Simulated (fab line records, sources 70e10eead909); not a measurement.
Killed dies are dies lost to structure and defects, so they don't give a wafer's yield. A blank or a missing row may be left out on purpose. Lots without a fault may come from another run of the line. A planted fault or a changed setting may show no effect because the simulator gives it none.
A struck lot beside a sound one | flow nand_harc | 13 steps out of a route of 1302
Sound: wafers L258.2, L258.3, L258.6. Struck: wafers L248.1, L248.2, L248.6. The cause comes at the end.
At each step with rows: each side's tool, then ch and its chambers, then its first start. Under that, the readings that differ: sound wafers | struck wafers | difference of the means | sigmas: that difference in standard deviations of wafers without a fault.
alike: readings whose means differ by less than 2 such deviations, and words and numbers that are the same on both sides. not compared: withheld readings, readings that some wafer has no value for, bounds like >300 that may hide the same value, and numbers for which the record gives no deviation and whose values overlap.
The two part at a step that has a row with sigmas, a row that says differs or no value, or rows on one side only. Numbers that don't overlap but have no deviation are shown without sigmas and don't part them. A reading that every wafer of one side lacks parts them only if that side has two wafers or more.

NHARC_P_M1_PRE_CLEAN_30: time 30 s.
  sound on pvd_sputter-02; struck on pvd_sputter-01
  alike: heater_power_w, susceptor_temp_C
NHARC_P_M1_PVD_20: deposits TaN, target thk 5 nm, time 8.06 s.
  sound on pvd_sputter-02; struck on pvd_sputter-01
  reading                | sound          | struck         | difference | sigmas
  throttle_valve_pct (%) | 31.3 30.0 31.1 | 29.3 29.2 29.0 | -1.6       | -2
  alike: substrate_temp_c
then, 2 steps without rows for these wafers: NHARC_P_M1_PVD_21 (deposits Cu, target thk 30 nm, time 20.49 s); NHARC_P_M1_ECD_22 (material Cu, target thk 400 nm).
NHARC_P_M1_ANNEAL_31: time 90 s.
  sound on rtp_anneal-01 ch 0, day 14 20:59; struck on rtp_anneal-01 ch 0, day 10 08:26
  alike: wafer_temp_C_max
then, 1 step without rows for these wafers: NHARC_P_M1_CMP_23 (polishes, t overpolish 20 s, target thk 157.82 nm).
NHARC_P_M1_THK_MEAS_24: measures by xrf.
  sound on film_metro-02, day 14 21:35; struck on film_metro-01, day 10 09:05
  alike: thk_nm
then, 1 step without rows for these wafers: NHARC_P_M1_SRD_25.
NHARC_P_M1_INSPECT_27:
  sound on defect_inspect-02, day 14 21:44; struck on defect_inspect-02, day 10 09:15
  alike: raw_defect_count
NHARC_P_M1_PRE_CLEAN_32: time 12 s.
  sound on pecvd-01 ch 0,2, day 14 21:49; struck on pecvd-03 ch 0,1,2, day 10 09:20
  alike: heater_power_w, rf_fwd_power_W, susceptor_temp_C
NHARC_P_M1_DEP_33: deposits SiCN, target thk 30 nm.
  sound on pecvd-01 ch 0,2, day 14 21:56; struck on pecvd-03 ch 0,1,2, day 10 09:26
  alike: chamber_pressure_Torr, heater_power_outer_w, heater_power_w, rf_fwd_power_W, susceptor_temp_C
NHARC_P_M2_DEP_00: deposits SiOC, target thk 182.5 nm.
  sound on pecvd-02 ch 1,2, day 14 22:18; struck on pecvd-01 ch 1,2, day 10 09:48
  no value came back on the struck wafers for chamber_pressure_Torr (Torr), rf_fwd_power_W (W); on the sound wafers chamber_pressure_Torr (Torr) reads 4.999 5.007 5.014
then, 1 step without rows for these wafers: NHARC_P_M2_DEHYDRATE_01 (time 120 s).

WHERE THEY PART
First at NHARC_P_M1_PVD_20; last, within this record, at NHARC_P_M2_DEP_00.

WHY: what the simulator had put in
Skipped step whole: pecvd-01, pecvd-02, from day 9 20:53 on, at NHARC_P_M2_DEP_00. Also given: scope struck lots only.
